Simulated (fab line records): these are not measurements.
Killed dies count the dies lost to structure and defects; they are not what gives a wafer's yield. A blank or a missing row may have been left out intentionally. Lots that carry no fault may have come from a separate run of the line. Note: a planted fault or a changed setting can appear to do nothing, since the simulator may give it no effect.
Which tool is to blame? || flow nand_harc || 21 wafers sampled from 7 lots at 1 step of a route of 1302

WHAT THE GAUGES READ, wafer by wafer
NHARC_A_M1_OVL_MEAS_10: pitch 240 nm.
{"lot": "L711", "measured": "day 23 12:19", "on": "overlay-01", "overlay_x_nm (nm)": "-1.0 -0.7 -1.1"}
{"lot": "L714", "measured": "day 24 12:32", "on": "overlay-01", "overlay_x_nm (nm)": "-0.3 -0.8 -0.6"}
{"lot": "L716", "measured": "day 24 18:39", "on": "overlay-01", "overlay_x_nm (nm)": "-0.4 0.0 0.0"}
{"lot": "L717", "measured": "day 25 11:46", "on": "overlay-01", "overlay_x_nm (nm)": "1.1 1.1 1.0"}
{"lot": "L723", "measured": "day 27 19:42", "on": "overlay-02", "overlay_x_nm (nm)": "0.7 0.8 0.3"}
{"lot": "L728", "measured": "day 31 01:35", "on": "overlay-02", "overlay_x_nm (nm)": "-0.8 -0.9 -0.8"}
{"lot": "L733", "measured": "day 31 18:07", "on": "overlay-02", "overlay_x_nm (nm)": "-2.2 -1.1 -1.9"}

WHAT TOOL EACH LOT RAN ON (gives the tool, then ch and the chambers of the sampled wafers, and finally the start)
There is no process step in the record ahead of these readings.

THE ANSWER, worked out from the rows above alone
Rule: the lots themselves supply what counts as usual. Put in order of their means at a reading, lots are off if they are a third of the lots or fewer, leave a main group of 4 or more, and stand apart from it by a gap of 3 or more times the standard deviation of the main group's means; of several such gaps the widest counts. A main group whose means are all the same, to the digits that the tables above print for the reading, isn't used. Also off: a lot with no number at a reading for which 4 or more lots have one. The other lots that the step has rows for count as sound.
No lot is off on any of the readings shown, so nothing can be concluded from this.

WHAT WAS PUT IN BY THE SIMULATOR
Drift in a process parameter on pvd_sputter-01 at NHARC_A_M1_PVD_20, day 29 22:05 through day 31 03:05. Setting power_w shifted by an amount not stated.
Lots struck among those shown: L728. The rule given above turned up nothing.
